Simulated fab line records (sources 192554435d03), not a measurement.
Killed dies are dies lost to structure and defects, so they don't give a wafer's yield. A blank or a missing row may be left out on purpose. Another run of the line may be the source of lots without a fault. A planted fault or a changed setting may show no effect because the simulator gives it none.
Struck lot and sound lot, side by side / flow n5-finfet / 15 steps out of a route of 1938
Sound: the wafers L167.2, L167.4, L167.5. Struck: wafer L181.4; the same lot's L181.5 was not struck, so it is left out; see the end for the cause.
For every step that has rows: the tool of each side, followed by ch and its chambers, followed by its first start. Under that, the readings that differ: sound wafers / struck wafers / difference of the means / sigmas: that difference in standard deviations of wafers without a fault.
alike: a reading whose means differ by less than 2 such deviations, as well as words and numbers matching on both sides. not compared: withheld readings; readings where some wafer has no value; bounds like >300 that might hide an equal value; numbers whose values overlap and for which the record gives no deviation.
Wherever a step has rows on one side only, a row that says differs or no value, or a row with sigmas, the two part there. When numbers do not overlap yet have no deviation, they are printed without sigmas and do not part them. A reading that every wafer of one side lacks parts them only if that side has two wafers or more.

N5_HKMG_FIN_DESCUM_53: chemistry O2, time 7.9 s.
  sound on rie-diel-03 ch 1,2, day 4 07:31; struck on rie-diel-03 ch 2, day 7 16:20
  alike: drypump-motor-current-A, oes-product-au, rf-vpp-V, showerhead-plenum-p-Torr, throttle-valve-pct
  not compared: rf-hours-counter-h
N5_HKMG_FIN_ETCH_54: etches SiARC in CF4, target depth 45.5 nm, time 75.8 s.
  sound on rie-diel-03 ch 1,2, day 4 07:34; struck on rie-diel-03 ch 2, day 7 16:23
  alike: drypump-motor-current-A, etch-rf-on-time-s, oes-product-au, rf-vpp-V, showerhead-plenum-p-Torr, throttle-valve-pct
  not compared: rf-hours-counter-h
N5_HKMG_FIN_ETCH_55: etches SOC in N2/H2, target depth 240 nm, time 300 s.
  sound on rie-diel-03 ch 1,2, day 4 07:37; struck on rie-diel-03 ch 2, day 7 16:29
  alike: drypump-motor-current-A, oes-product-au, rf-vpp-V, showerhead-plenum-p-Torr, throttle-valve-pct
  not compared: rf-hours-counter-h
then, 3 steps without rows for these wafers: N5_HKMG_FIN_STRIP_56 (strips in N2/H2); N5_HKMG_FIN_STRIP_57 (strips in CF4); N5_HKMG_FIN_ETCH_58 (etches SOC in N2/H2, target depth 215.8 nm, time 741 s).
N5_HKMG_FIN_STRIP_93: strips SOC in N2/H2, time 20 s.
  sound on rie-diel-03 ch 1,2, day 4 08:15; struck on rie-diel-03 ch 2, day 7 17:04
  alike: drypump-motor-current-A, oes-product-au, rf-vpp-V, showerhead-plenum-p-Torr, throttle-valve-pct
  not compared: rf-hours-counter-h
then, 1 step without rows for these wafers: N5_HKMG_FIN_WET_ETCH_76 (etches Al2O3 in dNH4OH, stops on La2O3, target depth 2.25 nm, rinse time 30 s).
N5_HKMG_FIN_STRIP_60: strips in N2/H2, time 360 s.
  sound on plasma-asher-02 ch 0,1, day 4 08:24; struck on plasma-asher-01 ch 0, day 7 17:19
  alike: drypump-motor-current-A, heater-power-w
  not compared: rf-hours-counter-h
then, 3 steps without rows for these wafers: N5_HKMG_FIN_WET_ETCH_77 (etches La2O3 in dHCl, stops on HfO2, target depth 2 nm); N5_HKMG_FIN_WET_ETCH_78 (etches Al2O3 in dNH4OH, stops on La2O3, target depth 4.5 nm, rinse time 30 s); N5_HKMG_FIN_ALD_79 (deposits TiN, target thk 1.5 nm, pulse time 1 s, purge time 3 s).
N5_HKMG_FIN_CVD_62: deposits a-Si from Si2H6, target thk 3 nm, time 20.8 s.
  sound on thermal-cvd-si-02 ch 0,1, day 4 09:15; struck on thermal-cvd-si-02 ch 1, day 7 18:05
reading=model.a-Si_of_HKMG_FIN_CVD_62.thk-nm (nm); sound=3 3.2 3; struck=4; difference=+1; sigmas=
  alike: heater-power-w
then, 1 step without rows for these wafers: N5_HKMG_FIN_RTA_80 (time 2 s).
-- a jump in the record: the struck wafers' starts before and after are 9 days apart (it breaks off in module HKMG_FIN and resumes in module PASSIVATION, where the first step shown is number 1936 of the route) --
N5_PASSIVATION_PROBE_49:
  the record has rows for the struck wafers here (prober-01, day 17 05:59) and none for the sound ones

WHERE THEY PART
At N5_PASSIVATION_PROBE_49 and nowhere else, as far as this record goes.

WHY: what the simulator had put in
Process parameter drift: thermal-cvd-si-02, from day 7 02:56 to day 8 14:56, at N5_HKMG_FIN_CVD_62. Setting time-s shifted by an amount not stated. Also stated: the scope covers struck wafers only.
